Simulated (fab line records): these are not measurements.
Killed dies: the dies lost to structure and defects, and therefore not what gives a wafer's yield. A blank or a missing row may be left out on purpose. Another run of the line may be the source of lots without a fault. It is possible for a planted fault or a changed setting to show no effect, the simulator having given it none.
Chamber matching    flow n5-finfet    ald-sin-04 running N5_SPACER0_ALD_00: 4 sister chambers
The step deposits SiOCN, target thk 3.5 nm, pulse time 3 s, purge time 2 s. 8 wafers are shown with their chamber, then 10 later ones without.

== EACH WAFER AND ITS CHAMBER ==
wafer   chamber  heater-power-w (W)  chamber-pressure-Torr (Torr)
L077.1  3        738                 1.994
L083.1  1        756                 1.999
L083.6  3        746                 2.006
L087.3  0        670                 2.000
L087.4  2        744                 2.003
L087.6  1        736                 1.998
L090.2  0        684                 2.003
L090.4  2        721                 1.991

== WAFERS WHOSE CHAMBER IS MISSING ==
wafer   heater-power-w (W)  chamber-pressure-Torr (Torr)
L090.5  758                 1.999
L091.1  741                 2.004
L091.3  666                 2.004
L091.4  762                 2.001
L092.2  755                 1.997
L092.3  760                 2.004
L092.4  677                 1.997
L096.1  777                 2.006
L096.3  677                 1.995
L096.6  727                 1.999

== THE CHAMBER EACH PASSED THROUGH ==
wafer   from the rows above           in truth
L090.5  can't be placed: 1 or 3 or 2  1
L091.1  can't be placed: 3 or 1 or 2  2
L091.3  0                             0
L091.4  can't be placed: 1 or 3 or 2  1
L092.2  can't be placed: 1 or 3 or 2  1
L092.3  can't be placed: 1 or 3 or 2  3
L092.4  0                             0
L096.1  can't be placed: 1 or 3 or 2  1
L096.3  0                             0
L096.6  can't be placed: 2 or 3 or 1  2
3 of 10 placed correctly. From these rows, 7 cannot be placed; in 7 the true chamber is one of the candidates. 0 placed wrongly.
How it was worked out, from the rows above alone: a wafer's distance from a chamber is the root of the sum, over the readings, of the square of ((its reading less the chamber's mean) divided by the reading's scatter). If the next closest chamber is less than 2 further off than the closest, the wafer can't be placed; otherwise it belongs to the closest. For every chamber, the mean is computed from those of its wafers that are shown. The scatter: take each reading less its chamber's mean, square it, sum over the shown wafers, divide by the number of wafers less the number of chambers, and take the root.
